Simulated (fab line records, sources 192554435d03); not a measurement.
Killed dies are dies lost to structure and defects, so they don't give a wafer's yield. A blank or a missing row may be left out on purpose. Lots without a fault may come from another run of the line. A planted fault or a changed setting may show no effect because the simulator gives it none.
Chamber matching | flow n5_finfet | N5_SDB_ALD_29 on ald_sin-02: 4 sister chambers
The step deposits SiNx, target thk 30 nm, pulse time 1 s, ald cycles 600. 8 wafers are shown with their chamber, then 8 later ones without.

WAFERS WITH THEIR CHAMBER
wafer  | chamber | heater_power_w (W) | heater_power_outer_w (W)
L083.4 | 0       | 824                | 468
L083.5 | 2       | 659                | 395
L087.4 | 3       | 798                | 450
L087.6 | 0       | 811                | 459
L088.2 | 2       | 655                | 400
L088.3 | 3       | 786                | 459
L088.5 | 1       | 922                | 528
L091.2 | 1       | 925                | 551

WAFERS WITHOUT THEIR CHAMBER
wafer  | heater_power_w (W) | heater_power_outer_w (W)
L091.4 | 635                | 392
L091.6 | 806                | 477
L095.1 | 766                | 454
L095.5 | 843                | 518
L095.6 | 814                | 472
L096.1 | 858                | 514
L096.2 | 771                | 442
L096.3 | 851                | 515

WHICH CHAMBER EACH WENT THROUGH
wafer  | from the rows above     | in truth
L091.4 | 2                       | 2
L091.6 | can't be placed: 0 or 3 | 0
L095.1 | 3                       | 3
L095.5 | 0                       | 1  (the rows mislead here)
L095.6 | 0                       | 0
L096.1 | 0                       | 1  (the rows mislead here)
L096.2 | 3                       | 3
L096.3 | 0                       | 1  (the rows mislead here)
Placed correctly: 4 of 8. Can't be placed from these rows: 1 (the true chamber is among the candidates in 1). Placed wrongly: 3.
How it was worked out, from the rows above alone: a wafer's distance from a chamber is the root of the sum, over the readings, of the square of ((its reading less the chamber's mean) divided by the reading's scatter). The wafer belongs to the nearest chamber; if the next one is less than 2 further off, it can't be placed. A chamber's mean is the mean of its shown wafers. The scatter: the root of (the sum of the squares of (reading less its chamber's mean) over the shown wafers, divided by (wafers less chambers)).
